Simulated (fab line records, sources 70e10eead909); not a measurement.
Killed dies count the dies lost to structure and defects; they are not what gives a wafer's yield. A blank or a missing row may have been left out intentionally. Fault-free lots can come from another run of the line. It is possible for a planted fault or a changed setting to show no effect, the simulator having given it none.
Matching of chambers | flow nand_harc | NHARC_P_ZERO_WELL_ETCH_63 on rie_si-02 has 4 sister chambers
The step etches the open film in HBr/Cl2, target depth 120 nm, time 40.1 s. 18 wafers are shown with their chamber, then 9 later ones without.

== WAFERS PAIRED WITH THEIR CHAMBERS ==
wafer  | chamber | drypump_motor_current_A (A) | he_backside_leak_sccm (sccm) | oes_product_au (a.u.)
L077.2 | 0       | 6.1                         | 2.65                         | 1.006
L077.5 | 2       | 6.0                         | 2.68                         | 1.000
L077.6 | 3       | 5.5                         | 2.64                         | 0.990
L080.1 | 0       | 6.1                         | 2.55                         | 1.015
L080.2 | 3       | 5.5                         | 2.60                         | 1.001
L080.3 | 1       | 6.1                         | 2.92                         | 1.002
L081.1 | 0       | 6.1                         | 2.60                         | 1.007
L081.3 | 3       | 5.5                         | 2.73                         | 1.001
L081.6 | 3       | 5.5                         | 2.67                         | 0.995
L083.2 | 0       | 6.1                         | 2.71                         | 0.998
L083.4 | 2       | 5.9                         | 2.61                         | 1.000
L083.5 | 0       | 6.1                         | 2.71                         | 1.003
L089.1 | 3       | 5.5                         | 2.67                         | 0.992
L089.2 | 1       | 6.1                         | 2.88                         | 0.991
L089.5 | 3       | 5.5                         | 2.67                         | 0.994
L090.2 | 1       | 6.2                         | 2.97                         | 0.996
L090.5 | 2       | 6.0                         | 2.66                         | 0.996
L090.6 | 3       | 5.5                         | 2.59                         | 1.000

SIGNATURES (means of the wafers above)
reading                 | chamber 0 | chamber 1 | chamber 2 | chamber 3 | scatter within a chamber
drypump_motor_current_A | 6.100     | 6.133     | 5.967     | 5.500     | 0.0309
he_backside_leak_sccm   | 2.6440    | 2.9233    | 2.6500    | 2.6529    | 0.0534
oes_product_au          | 1.00580   | 0.99633   | 0.99867   | 0.99614   | 0.00499
Rule: for a wafer and a chamber, the distance is found by dividing, reading by reading, the gap between the wafer's reading and the chamber's mean by the reading's scatter, squaring, summing and taking the root. The wafer belongs to the nearest chamber; if the next one is less than 2 further off, it can't be placed. The scatter: take each reading less its chamber's mean, square it, sum over the shown wafers, divide by the number of wafers less the number of chambers, and take the root.

== WAFERS WITH NO CHAMBER GIVEN ==
wafer  | drypump_motor_current_A (A) | he_backside_leak_sccm (sccm) | oes_product_au (a.u.)
L093.2 | 6.1                         | 2.53                         | 1.019
L093.3 | 5.5                         | 2.64                         | 1.001
L093.5 | 5.5                         | 2.63                         | 1.003
L094.3 | 6.1                         | 2.72                         | 1.009
L094.4 | 6.1                         | 2.75                         | 0.994
L094.6 | 6.0                         | 2.48                         | 1.013
L097.3 | 5.9                         | 2.53                         | 0.999
L097.4 | 6.1                         | 2.68                         | 1.009
L097.6 | 6.1                         | 2.75                         | 1.005

== WHICH CHAMBER EACH ONE RAN IN ==
wafer  | from the rows above          | in truth
L093.2 | 0                            | 0
L093.3 | 3                            | 3
L093.5 | 3                            | 3
L094.3 | 0                            | 0
L094.4 | can't be placed: 0 or 1 or 2 | 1
L094.6 | can't be placed: 2 or 0      | 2
L097.3 | 2                            | 2
L097.4 | 0                            | 0
L097.6 | can't be placed: 0 or 1      | 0
6 of 9 placed correctly. From these rows, 3 cannot be placed; in 3 the true chamber is one of the candidates. Placed wrongly: 0.
